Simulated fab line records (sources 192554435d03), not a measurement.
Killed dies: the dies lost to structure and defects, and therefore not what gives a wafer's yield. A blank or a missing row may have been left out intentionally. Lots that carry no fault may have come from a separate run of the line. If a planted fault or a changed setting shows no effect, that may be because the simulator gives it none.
Chamber matching + flow n5_finfet + ald_sin-02 running N5_FIN_SAQP_SPACER1_ALD_24: 4 sister chambers
The step deposits SiO2, target thk 20.3 nm, pulse time 1 s, purge time 2 s. 4 wafers are shown with their chamber, then 12 later ones without.

== WAFERS, EACH WITH ITS CHAMBER ==
| wafer  | chamber | heater_power_w (W) |
|--------|---------|--------------------|
| L084.1 | 3       | 400                |
| L084.2 | 2       | 440                |
| L084.5 | 1       | 493                |
| L084.6 | 0       | 508                |

== WAFERS MISSING THEIR CHAMBER ==
| wafer  | heater_power_w (W) |
|--------|--------------------|
| L086.3 | 480                |
| L086.5 | 427                |
| L086.6 | 489                |
| L087.1 | 514                |
| L087.2 | 496                |
| L087.3 | 441                |
| L087.4 | 409                |
| L087.5 | 509                |
| L087.6 | 506                |
| L091.2 | 485                |
| L091.4 | 433                |
| L091.6 | 420                |

== CHAMBER TAKEN BY EACH ==
| wafer  | from the rows above     | in truth |
|--------|-------------------------|----------|
| L086.3 | can't be placed: 1 or 0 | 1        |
| L086.5 | can't be placed: 2 or 3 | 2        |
| L086.6 | can't be placed: 1 or 0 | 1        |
| L087.1 | can't be placed: 0 or 1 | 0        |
| L087.2 | can't be placed: 1 or 0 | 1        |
| L087.3 | 2                       | 2        |
| L087.4 | 3                       | 3        |
| L087.5 | can't be placed: 0 or 1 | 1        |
| L087.6 | can't be placed: 0 or 1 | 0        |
| L091.2 | can't be placed: 1 or 0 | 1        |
| L091.4 | 2                       | 2        |
| L091.6 | can't be placed: 2 or 3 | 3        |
3 of 12 placed correctly. Can't be placed from these rows: 9 (the true chamber is among the candidates in 9). Placed wrongly: 0.
How it was worked out, from the rows above alone: a wafer's distance from a chamber is the root of the sum, over the readings, of the square of ((its reading less the chamber's mean) divided by the reading's scatter). If the next closest chamber is less than 2 further off than the closest, the wafer can't be placed; otherwise it belongs to the closest. The mean given for a chamber averages the wafers shown for that chamber. The scatter: with one shown wafer a chamber, the root of the mean of the squares of how far each hidden wafer lies from its nearest shown one.
